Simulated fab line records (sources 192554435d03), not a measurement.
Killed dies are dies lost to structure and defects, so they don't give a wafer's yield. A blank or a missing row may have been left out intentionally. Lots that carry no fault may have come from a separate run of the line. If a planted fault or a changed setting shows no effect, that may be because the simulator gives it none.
Split-lot experiment    flow n5 finfet    21 wafers read across 7 lots, on a route 1938 steps long

## THE SPLIT ITSELF
At N5_BEOL_M14_ILD_DEP_00 (deposits SiO2 from TEOS/O2, target thk 1119.3 nm, time 237.4 s), the setting time s was moved away from the recipe's 237.4 s on 3 of the 21 wafers read, by -15.0% to +5.4%. For the rest of the wafers, this setting stayed at what the recipe calls for.

Between the split and the reading, the file records no step.

## THE READING
M14_ILD_THK (nm), taken at N5_BEOL_M14_THK_MEAS_01. On this fab line, fault-free wafers typically give 1118 nm with a standard deviation of 14 nm.

wafer   tool, chamber at the split  time s as run, s  against the recipe  M14_ILD_THK, nm  against lot-mates on the recipe
L078.3  pecvd-02, 1                 237.4             recipe              1120             -
L078.4  pecvd-02, 0                 237.4             recipe              1108             -
L078.6  pecvd-02, 2                 237.4             recipe              1143             -
L080.1  pecvd-01, 2                 237.4             recipe              1082             -
L080.2  pecvd-01, 1                 237.4             recipe              1104             -
L080.6  pecvd-01, 2                 237.4             recipe              1119             -
L082.1  pecvd-01, 0                 237.4             recipe              1116             -
L082.3  pecvd-01, 1                 237.4             recipe              1109             -
L082.6  pecvd-01, 1                 237.4             recipe              1114             -
L084.2  pecvd-01, 1                 237.4             recipe              1112             -
L084.3  pecvd-01, 1                 237.4             recipe              1122             -
L084.4  pecvd-01, 0                 201.9             -15.0%              955              -162
L087.2  pecvd-03, 1                 237.4             recipe              1100             -
L087.3  pecvd-03, 2                 237.4             recipe              1091             -
L087.6  pecvd-03, 0                 237.4             recipe              1112             -
L094.2  pecvd-01, 0                 237.4             recipe              1110             -
L094.3  pecvd-01, 1                 237.4             recipe              1105             -
L094.5  pecvd-01, 0                 237.4             recipe              1135             -
L093.1  pecvd-02, 0                 250.2             +5.4%               1156             +41
L093.3  pecvd-02, 2                 250.2             +5.4%               1170             +55
L093.6  pecvd-02, 1                 237.4             recipe              1115             -

FIT RESULTS
A straight line over all 21 wafers: M14_ILD_THK changes by +10.3 nm for each +1% of time s; r = +0.95; the points scatter about the line by 14 nm.
The same after taking each lot's own level away (the mean of its wafers on the recipe; 21 wafers): +10.4 nm for each +1%; r = +0.96; scatter 11 nm.
According to that fit, moving time s by its largest amount changes the reading by 1.6e+02 nm.
Across the lots, their own levels run from 1101.0 to 1123.7 nm, a range of 1.6 times the standard deviation given above.
Consequently the slope shifts little with the lot-to-lot level, the two slopes agreeing.
Check: for one of the wafers moved furthest among these (-15.0%), held out of the fit, the line's prediction against its lot-mates is -133 nm. It came out at -162 nm against them.

## ADDITIONAL SPLITS CARRIED BY THESE WAFERS
Before the reading, these wafers also passed through other splits. Each is held against what the fit with the lots' levels taken away leaves over:
other split on the same wafers  wafers away from the commonest value  r with M14_ILD_THK (lot level and that fit taken away)
N5_BEOL_M10_EXPOSE_25 dose mj   5                                     +0.29
N5_BEOL_M11_EXPOSE_25 dose mj   12                                    -0.03
N5_BEOL_M11_ETCH_66 time s      5                                     +0.01
N5_BEOL_M12_COAT_04 spin rpm    3                                     +0.27
N5_BEOL_M12_DESCUM_15 time s    9                                     +0.12
N5_BEOL_M13_ETCH_68 time s      10                                    +0.08
N5_BEOL_M13_SPUTTER_43 time s   4                                     +0.13

## THE WHOLE CHAIN: every reading that the file lists as answering this split, in the file's order
step                     what it does                                                    reading                                                                              change (the file's fit)               r (the file's)
N5_BEOL_M14_ILD_DEP_00   deposits SiO2 from TEOS/O2, target thk 1119.3 nm, time 237.4 s  SiO2_of_BEOL_M14_ILD_DEP_00.thk nm (the simulator's own value, which no gauge read)  +10.6 nm for each +1% of the setting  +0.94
N5_BEOL_M14_THK_MEAS_01                                                                  M14_ILD_THK                                                                          +10.6 for each +1% of the setting     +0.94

## FILE'S OWN FIT
M14_ILD_THK changes by +10.6 nm for each +1% of time s, r = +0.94.
